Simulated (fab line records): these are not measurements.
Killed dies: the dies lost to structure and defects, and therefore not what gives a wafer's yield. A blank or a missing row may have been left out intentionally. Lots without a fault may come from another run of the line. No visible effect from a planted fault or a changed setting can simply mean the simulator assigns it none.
The same fault as seen by 2 desks / flow nand-harc / each desk holds nothing but its own numbers, with what lay behind them at the end

== THE METROLOGY DESK ==
What the gauges read, lot by lot, whatever tool the lot ran on: means of the sampled wafers that have a number. The brackets show how far a lot's mean lies from the usual mean; more than 4 standard deviations puts the lot out of limits, marked OUT.
Columns: A = trench-depth-nm at NHARC_P_STI_OCD_MEAS_17, usual 300 nm; B = trench-foot-cd-nm at NHARC_P_STI_OCD_MEAS_17, usual 158 nm
lot=L355; first seen here=day 2 08:25; A=293; B=157
lot=L357; first seen here=day 2 20:35; A=302; B=157
lot=L360; first seen here=day 3 17:50; A=294; B=166
lot=L363; first seen here=day 4 11:51; A=297; B=160
lot=L369; first seen here=day 6 00:42; A=299; B=160
lot=L372; first seen here=day 6 14:30; A=302; B=155
lot=L371; first seen here=day 6 14:40; A=298; B=160
lot=L373; first seen here=day 6 23:41; A=300; B=156
lot=L375; first seen here=day 7 11:45; A=297; B=156
lot=L376; first seen here=day 7 17:31; A=298; B=157
lot=L377; first seen here=day 8 00:46; A=296; B=156
lot=L378; first seen here=day 8 06:08; A=297; B=155
Result from this desk: across the 12 lots, nothing is out of limits.

== FOR THE TOOL OWNER'S DESK: rie-si-02 ==
The tool's own readings at NHARC_P_GATE_ETCH_32 (etches the open film in HBr/Cl2, target depth 150 nm, time 100.1 s): means of the sampled wafers that have a number, for each lot that ran on this tool. The brackets show how far a lot's mean lies from the usual mean; more than 4 standard deviations puts the lot out of limits, marked OUT.
Columns: A = bias-w at NHARC_P_GATE_ETCH_32, usual 100.02 W; B = drypump-motor-current-A at NHARC_P_GATE_ETCH_32, usual 5.7 A; C = he-backside-leak-sccm at NHARC_P_GATE_ETCH_32, usual 2.69 sccm; D = oes-product-au at NHARC_P_GATE_ETCH_32, usual 1.002 a.u.; E = throttle-valve-pct at NHARC_P_GATE_ETCH_32, usual 26.407 %
lot=L355; first seen here=day 4 18:05; A=99.91; B=5.7; C=2.88; D=1.004; E=26.415
lot=L357; first seen here=day 4 23:35; A=99.98; B=5.6; C=2.92; D=1.004; E=26.410
lot=L360; first seen here=day 5 20:03; A=100.08; B=5.8; C=2.89; D=1.009; E=26.407
lot=L363; first seen here=day 6 16:55; A=99.89; B=6.2; C=2.92; D=1.007; E=26.401
lot=L373; first seen here=day 9 08:05; A=99.89; B=5.9; C=3.06; D=1.008; E=26.400
lot=L378; first seen here=day 10 07:16; A=99.90; B=6.1; C=2.83; D=1.011; E=26.407
Result from this desk: across the 6 lots, nothing is out of limits.

== PUT TOGETHER ==
At the metrology desk, nothing out of limits was observed.
Nothing out of limits was seen by the tool owner's desk.

== WHAT THE SIMULATOR HAD INSERTED ==
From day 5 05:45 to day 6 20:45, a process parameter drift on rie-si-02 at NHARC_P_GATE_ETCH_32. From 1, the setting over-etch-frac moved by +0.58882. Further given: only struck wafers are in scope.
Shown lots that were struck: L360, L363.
